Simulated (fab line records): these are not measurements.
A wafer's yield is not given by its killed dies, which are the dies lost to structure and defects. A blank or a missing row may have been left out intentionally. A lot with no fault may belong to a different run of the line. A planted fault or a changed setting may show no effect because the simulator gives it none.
Chamber matching -- flow nand-harc -- pecvd-03 running NHARC_P_GATE_DEP_103: 3 sister chambers
The step deposits SiON, target thk 30 nm. 16 wafers are shown with their chamber, then 8 later ones without.

## EACH WAFER AND ITS CHAMBER
wafer,chamber,heater-power-w (W)
L800.2,0,782
L800.4,1,786
L800.5,2,747
L801.1,0,798
L801.2,1,743
L801.4,2,706
L802.3,1,765
L802.4,0,737
L802.5,2,738
L807.1,0,789
L807.2,2,716
L807.4,0,776
L811.3,1,800
L811.5,0,786
L811.6,2,764
L815.1,0,807

SIGNATURES, as means of the wafers listed above
reading,chamber 0,chamber 1,chamber 2,scatter within a chamber
heater-power-w,782.14,773.50,734.20,23.3
Rule: for each reading, subtract the chamber's mean from the wafer's reading, divide by that reading's scatter and square the result; add these up over the readings and take the root, which gives the wafer's distance from the chamber. If the next closest chamber is less than 2 further off than the closest, the wafer can't be placed; otherwise it belongs to the closest. The scatter: take each reading less its chamber's mean, square it, sum over the shown wafers, divide by the number of wafers less the number of chambers, and take the root.

## WAFERS WITH NO CHAMBER GIVEN
wafer,heater-power-w (W)
L815.3,700
L815.4,837
L816.1,683
L816.2,722
L816.6,706
L822.3,783
L822.4,775
L822.6,751

## WHICH CHAMBER EACH ONE RAN IN
wafer,from the rows above,in truth
L815.3,can't be placed: 2 or 1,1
L815.4,can't be placed: 0 or 1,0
L816.1,can't be placed: 2 or 1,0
L816.2,can't be placed: 2 or 1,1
L816.6,can't be placed: 2 or 1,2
L822.3,can't be placed: 0 or 1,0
L822.4,can't be placed: 1 or 0 or 2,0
L822.6,can't be placed: 2 or 1 or 0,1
0 of 8 placed correctly. Unplaceable from these rows: 8, with the true chamber sitting among the candidates in 7. Placed wrongly: 0.
